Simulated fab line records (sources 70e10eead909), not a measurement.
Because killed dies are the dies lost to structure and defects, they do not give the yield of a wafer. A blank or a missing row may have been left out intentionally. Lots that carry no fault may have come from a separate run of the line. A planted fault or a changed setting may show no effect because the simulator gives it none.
Matching of chambers	flow nandHarc	NHARC_P_CONTACT_CMP_24 on cmp-03: 4 sister chambers
The step polishes, t overpolish 30 s, target thk 200 nm. 4 wafers are shown with their chamber, then 8 later ones without.

WAFERS, EACH WITH ITS CHAMBER
wafer	chamber	motorCurrentA (A)
L089.6	3	11.1
L088.1	1	11.1
L088.5	0	12.9
L090.1	2	11.3

WAFERS MISSING THEIR CHAMBER
wafer	motorCurrentA (A)
L090.3	13.5
L090.4	11.5
L094.1	12.4
L094.2	12.6
L094.6	12.6
L095.3	12.6
L095.5	11.2
L095.6	12.4

EACH ONE'S CHAMBER
wafer	from the rows above	in truth
L090.3	0	0
L090.4	can't be placed: 2 or 1 or 3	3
L094.1	can't be placed: 0 or 2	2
L094.2	0	0
L094.6	0	0
L095.3	0	0
L095.5	can't be placed: 1 or 3 or 2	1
L095.6	can't be placed: 0 or 2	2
Placed correctly: 4 of 8. Cannot be placed on the basis of these rows: 4; the candidates contain the true chamber in 4. Placed wrongly: 0.
How it was worked out, from the rows above alone: a wafer's distance from a chamber is the root of the sum, over the readings, of the square of ((its reading less the chamber's mean) divided by the reading's scatter). If the next closest chamber is less than 2 further off than the closest, the wafer can't be placed; otherwise it belongs to the closest. A chamber's mean is the mean of its shown wafers. The scatter (one wafer shown for each chamber): square how far every hidden wafer sits from the nearest shown wafer, average those squares and take the square root.
